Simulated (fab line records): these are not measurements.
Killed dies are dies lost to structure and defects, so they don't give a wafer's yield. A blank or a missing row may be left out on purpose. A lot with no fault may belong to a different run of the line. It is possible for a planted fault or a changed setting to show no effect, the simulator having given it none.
Lot-split experiment || flow n5_finfet || on a route of 1938 steps: 7 lots, 21 wafers read

## ON THE SPLIT
At N5_BEOL_M3_COAT_22 (resist thk 30 nm), the setting spin_rpm was moved away from the recipe's 1500 rpm on 7 of the 21 wafers read, by -7.3% to -5.0%. For the rest of the wafers, this setting stayed at what the recipe calls for.

## FROM THE SPLIT TO THE READING: what the file shows between them, 4 steps
- N5_BEOL_M3_EXPOSE_25: exposes mask V2, defocus 5 nm (also split here: dose_mj)
- N5_BEOL_M3_PEB_26: peb time 60 s
- N5_BEOL_M3_DEVELOP_27: develop time 30 s
- N5_BEOL_M3_CD_MEAS_28: target cd 25.7 nm, target cd y 23.3 nm

## THE READING
CAR-EUV_of_BEOL_M3_COAT_22.thk_nm (the simulator's own value, which no gauge read), in nm, at N5_BEOL_M3_DESCUM_33 (chemistry O2, time 7 s). The file gives no usual value for it. Average 26.0 nm, standard deviation 0.13 nm, over the 14 wafers here run with the recipe.

{"wafer": "L075.1", "tool, chamber at the split": "litho_track-04, 0", "spin_rpm as run, rpm": 1391, "against the recipe": "-7.3%", "CAR-EUV_of_BEOL_M3_COAT_22.thk_nm, nm": 27.2, "against lot-mates on the recipe": "+1.0"}
{"wafer": "L075.2", "tool, chamber at the split": "litho_track-04, 0", "spin_rpm as run, rpm": 1391, "against the recipe": "-7.3%", "CAR-EUV_of_BEOL_M3_COAT_22.thk_nm, nm": 27.2, "against lot-mates on the recipe": "+1.0"}
{"wafer": "L075.6", "tool, chamber at the split": "litho_track-04, 0", "spin_rpm as run, rpm": 1500, "against the recipe": "recipe", "CAR-EUV_of_BEOL_M3_COAT_22.thk_nm, nm": 26.2, "against lot-mates on the recipe": "-"}
{"wafer": "L076.1", "tool, chamber at the split": "litho_track-03, 0", "spin_rpm as run, rpm": 1500, "against the recipe": "recipe", "CAR-EUV_of_BEOL_M3_COAT_22.thk_nm, nm": 25.8, "against lot-mates on the recipe": "-"}
{"wafer": "L076.3", "tool, chamber at the split": "litho_track-03, 0", "spin_rpm as run, rpm": 1500, "against the recipe": "recipe", "CAR-EUV_of_BEOL_M3_COAT_22.thk_nm, nm": 25.8, "against lot-mates on the recipe": "-"}
{"wafer": "L076.5", "tool, chamber at the split": "litho_track-03, 0", "spin_rpm as run, rpm": 1500, "against the recipe": "recipe", "CAR-EUV_of_BEOL_M3_COAT_22.thk_nm, nm": 25.8, "against lot-mates on the recipe": "-"}
{"wafer": "L080.2", "tool, chamber at the split": "litho_track-02, 0", "spin_rpm as run, rpm": 1500, "against the recipe": "recipe", "CAR-EUV_of_BEOL_M3_COAT_22.thk_nm, nm": 26.2, "against lot-mates on the recipe": "-"}
{"wafer": "L080.3", "tool, chamber at the split": "litho_track-02, 0", "spin_rpm as run, rpm": 1425, "against the recipe": "-5.0%", "CAR-EUV_of_BEOL_M3_COAT_22.thk_nm, nm": 26.8, "against lot-mates on the recipe": "+0.6"}
{"wafer": "L080.4", "tool, chamber at the split": "litho_track-02, 0", "spin_rpm as run, rpm": 1425, "against the recipe": "-5.0%", "CAR-EUV_of_BEOL_M3_COAT_22.thk_nm, nm": 27, "against lot-mates on the recipe": "+0.8"}
{"wafer": "L083.3", "tool, chamber at the split": "litho_track-04, 0", "spin_rpm as run, rpm": 1500, "against the recipe": "recipe", "CAR-EUV_of_BEOL_M3_COAT_22.thk_nm, nm": 26, "against lot-mates on the recipe": "-"}
{"wafer": "L083.4", "tool, chamber at the split": "litho_track-04, 0", "spin_rpm as run, rpm": 1500, "against the recipe": "recipe", "CAR-EUV_of_BEOL_M3_COAT_22.thk_nm, nm": 26, "against lot-mates on the recipe": "-"}
{"wafer": "L083.5", "tool, chamber at the split": "litho_track-04, 0", "spin_rpm as run, rpm": 1500, "against the recipe": "recipe", "CAR-EUV_of_BEOL_M3_COAT_22.thk_nm, nm": 26, "against lot-mates on the recipe": "-"}
{"wafer": "L084.1", "tool, chamber at the split": "litho_track-03, 0", "spin_rpm as run, rpm": 1500, "against the recipe": "recipe", "CAR-EUV_of_BEOL_M3_COAT_22.thk_nm, nm": 26, "against lot-mates on the recipe": "-"}
{"wafer": "L084.2", "tool, chamber at the split": "litho_track-03, 0", "spin_rpm as run, rpm": 1500, "against the recipe": "recipe", "CAR-EUV_of_BEOL_M3_COAT_22.thk_nm, nm": 26, "against lot-mates on the recipe": "-"}
{"wafer": "L084.5", "tool, chamber at the split": "litho_track-03, 0", "spin_rpm as run, rpm": 1500, "against the recipe": "recipe", "CAR-EUV_of_BEOL_M3_COAT_22.thk_nm, nm": 26, "against lot-mates on the recipe": "-"}
{"wafer": "L092.3", "tool, chamber at the split": "litho_track-03, 0", "spin_rpm as run, rpm": 1500, "against the recipe": "recipe", "CAR-EUV_of_BEOL_M3_COAT_22.thk_nm, nm": 26, "against lot-mates on the recipe": "-"}
{"wafer": "L092.5", "tool, chamber at the split": "litho_track-03, 0", "spin_rpm as run, rpm": 1500, "against the recipe": "recipe", "CAR-EUV_of_BEOL_M3_COAT_22.thk_nm, nm": 26, "against lot-mates on the recipe": "-"}
{"wafer": "L092.4", "tool, chamber at the split": "litho_track-03, 0", "spin_rpm as run, rpm": 1500, "against the recipe": "recipe", "CAR-EUV_of_BEOL_M3_COAT_22.thk_nm, nm": 26.2, "against lot-mates on the recipe": "-"}
{"wafer": "L094.1", "tool, chamber at the split": "litho_track-03, 0", "spin_rpm as run, rpm": 1394, "against the recipe": "-7.1%", "CAR-EUV_of_BEOL_M3_COAT_22.thk_nm, nm": 27.4, "against lot-mates on the recipe": "no lot-mate on the recipe"}
{"wafer": "L094.4", "tool, chamber at the split": "litho_track-03, 0", "spin_rpm as run, rpm": 1394, "against the recipe": "-7.1%", "CAR-EUV_of_BEOL_M3_COAT_22.thk_nm, nm": 27.2, "against lot-mates on the recipe": "no lot-mate on the recipe"}
{"wafer": "L094.5", "tool, chamber at the split": "litho_track-03, 0", "spin_rpm as run, rpm": 1394, "against the recipe": "-7.1%", "CAR-EUV_of_BEOL_M3_COAT_22.thk_nm, nm": 27.2, "against lot-mates on the recipe": "no lot-mate on the recipe"}

THE FIT
A straight line over all 21 wafers: CAR-EUV_of_BEOL_M3_COAT_22.thk_nm changes by -0.174 nm for each +1% of spin_rpm; r = -0.98; the points scatter about the line by 0.13 nm.
The same after taking each lot's own level away (the mean of its wafers on the recipe; 18 wafers): -0.138 nm for each +1%; r = -0.99; scatter 0.054 nm.
That fit puts the effect of the largest move of spin_rpm on the reading at 1 nm.
Measured against the standard deviation above, the lots' own levels, which go from 25.80 to 26.20 nm, span 3.1 times it.
Hence the slope depends on the lot-to-lot level, as the two fits are not the same.
Check: +1.01 nm against its lot-mates is what the line predicts for one of the wafers moved furthest among these (-7.3%) when that wafer is left out of the fit. It came out at +1 nm against them.

## THE OTHER SPLITS THESE WAFERS WENT THROUGH
Note: prior to the reading, these wafers also went through further splits. Each is held against what the fit with the lots' levels taken away leaves over:
{"other split on the same wafers": "N5_BEOL_M2_ETCH_64 source_w", "wafers away from the commonest value": 6, "r with CAR-EUV_of_BEOL_M3_COAT_22.thk_nm (lot level and that fit taken away)": "+0.01"}
{"other split on the same wafers": "N5_BEOL_M3_EXPOSE_25 dose_mj", "wafers away from the commonest value": 9, "r with CAR-EUV_of_BEOL_M3_COAT_22.thk_nm (lot level and that fit taken away)": -0.10}

## THE WHOLE CHAIN: every reading that the file lists as answering this split, in the file's order
{"step": "N5_BEOL_M3_COAT_22", "what it does": "resist thk 30 nm", "reading": "CAR-EUV_of_BEOL_M3_COAT_22.thk_nm (the simulator's own value, which no gauge read)", "change (the file's fit)": "-0.163 nm for each +1% of the setting", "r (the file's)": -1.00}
{"step": "N5_BEOL_M3_DEVELOP_27", "what it does": "develop time 30 s", "reading": "CAR-EUV_of_BEOL_M3_COAT_22.thk_nm (the simulator's own value, which no gauge read)", "change (the file's fit)": "-0.148 nm for each +1% of the setting", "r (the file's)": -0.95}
{"step": "N5_BEOL_M3_DESCUM_33", "what it does": "chemistry O2, time 7 s", "reading": "CAR-EUV_of_BEOL_M3_COAT_22.thk_nm (the simulator's own value, which no gauge read)", "change (the file's fit)": "-0.138 nm for each +1% of the setting", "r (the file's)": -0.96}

## FILE'S OWN FIT
CAR-EUV_of_BEOL_M3_COAT_22.thk_nm changes by -0.138 nm for each +1% of spin_rpm, r = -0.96.
